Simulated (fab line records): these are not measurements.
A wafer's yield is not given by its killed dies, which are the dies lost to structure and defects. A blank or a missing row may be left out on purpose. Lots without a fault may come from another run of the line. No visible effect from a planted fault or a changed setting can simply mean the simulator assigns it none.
Which tool was responsible? :: flow n5Finfet :: route of 1938 steps, sampled at 1 step: 10 lots, 26 wafers

== WHAT EACH GAUGE READ, for each wafer ==
N5_ZERO_LAYER_CD_MEAS_11 targets a cd of 2000 nm.
lot: L237
measured: day 1 12:46
on: cdSem-03
cdNm (nm): 1996.2 2000.7

lot: L238
measured: day 1 18:38
on: cdSem-02
cdNm (nm): 2001.0 2002.9 1999.8

lot: L239
measured: day 2 00:40
on: cdSem-03
cdNm (nm): 2000.3 1999.1

lot: L246
measured: day 3 18:40
on: cdSem-01
cdNm (nm): 1999.0 1998.2 1996.6

lot: L248
measured: day 4 06:38
on: cdSem-02
cdNm (nm): 1999.6 1999.7 1997.4

lot: L251
measured: day 5 00:38
on: cdSem-02
cdNm (nm): 2002.7 2001.5 1999.7

lot: L254
measured: day 5 18:46
on: cdSem-02
cdNm (nm): 1994.4 1996.4 1999.3

lot: L257
measured: day 6 12:46
on: cdSem-02
cdNm (nm): 1996.6 1999.9

lot: L258
measured: day 6 18:39
on: cdSem-03
cdNm (nm): 1998.8 1996.0

lot: L260
measured: day 7 06:40
on: cdSem-02
cdNm (nm): 2001.0 1997.4 2001.1

== TOOL THAT RAN EACH LOT (tool first, then ch and the chambers of the sampled wafers, then the start) ==
There is no process step in the record ahead of these readings.

== THE ANSWER, worked out from the rows above alone ==
Rule: the lots themselves supply what counts as usual. The widest of any qualifying gaps counts: lots, ordered by their means at a reading, are off when they make up no more than a third of the lots, leave a main group of 4 or more, and stand apart from it by 3 or more times the standard deviation of that group's means. The tables above print the reading to a certain number of digits; a main group whose means all agree to those digits is not used. A lot without any number at a reading at which 4 lots or more have one is off too. Any other lot the step has rows for is counted as sound.
No lot is off at any reading shown: from this, nothing can be told.

== WHAT WAS PUT IN BY THE SIMULATOR ==
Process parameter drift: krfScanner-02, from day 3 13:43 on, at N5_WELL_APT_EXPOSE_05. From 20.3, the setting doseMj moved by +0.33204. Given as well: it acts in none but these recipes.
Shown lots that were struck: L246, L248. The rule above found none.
